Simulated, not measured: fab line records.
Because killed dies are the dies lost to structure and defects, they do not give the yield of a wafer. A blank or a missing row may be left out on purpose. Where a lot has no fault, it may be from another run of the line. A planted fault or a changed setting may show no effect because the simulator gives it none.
Matching of chambers / flow n5-finfet / rie-diel-02 running N5_STI_FIN_REVEAL_STRIP_24: 4 sister chambers
The step strips in N2/H2, time 90 s. 4 wafers are shown with their chamber, then 10 later ones without.

== WAFERS PAIRED WITH THEIR CHAMBERS ==
wafer=L091.1; chamber=3; drypump-motor-current-A (A)=5.7
wafer=L092.4; chamber=2; drypump-motor-current-A (A)=5.2
wafer=L093.1; chamber=0; drypump-motor-current-A (A)=6.3
wafer=L093.3; chamber=1; drypump-motor-current-A (A)=5.5

== WAFERS MISSING THEIR CHAMBER ==
wafer=L093.5; drypump-motor-current-A (A)=6.4
wafer=L094.1; drypump-motor-current-A (A)=5.2
wafer=L094.2; drypump-motor-current-A (A)=6.3
wafer=L094.5; drypump-motor-current-A (A)=5.5
wafer=L095.1; drypump-motor-current-A (A)=5.7
wafer=L095.5; drypump-motor-current-A (A)=5.7
wafer=L095.6; drypump-motor-current-A (A)=6.3
wafer=L097.1; drypump-motor-current-A (A)=5.4
wafer=L097.3; drypump-motor-current-A (A)=6.3
wafer=L097.5; drypump-motor-current-A (A)=5.2

== WHICH CHAMBER EACH WENT THROUGH ==
wafer=L093.5; from the rows above=0; in truth=0
wafer=L094.1; from the rows above=2; in truth=2
wafer=L094.2; from the rows above=0; in truth=0
wafer=L094.5; from the rows above=1; in truth=1
wafer=L095.1; from the rows above=3; in truth=3
wafer=L095.5; from the rows above=3; in truth=3
wafer=L095.6; from the rows above=0; in truth=0
wafer=L097.1; from the rows above=1; in truth=1
wafer=L097.3; from the rows above=0; in truth=0
wafer=L097.5; from the rows above=2; in truth=2
10 of 10 placed correctly. Not placeable from these rows: 0. Placed wrongly: 0.
How it was worked out, from the rows above alone: a wafer's distance from a chamber is the root of the sum, over the readings, of the square of ((its reading less the chamber's mean) divided by the reading's scatter). If the next closest chamber is less than 2 further off than the closest, the wafer can't be placed; otherwise it belongs to the closest. A chamber's mean is the mean of its shown wafers. The scatter: root of mean squared gap, hidden wafer to nearest shown wafer, with one shown wafer a chamber.
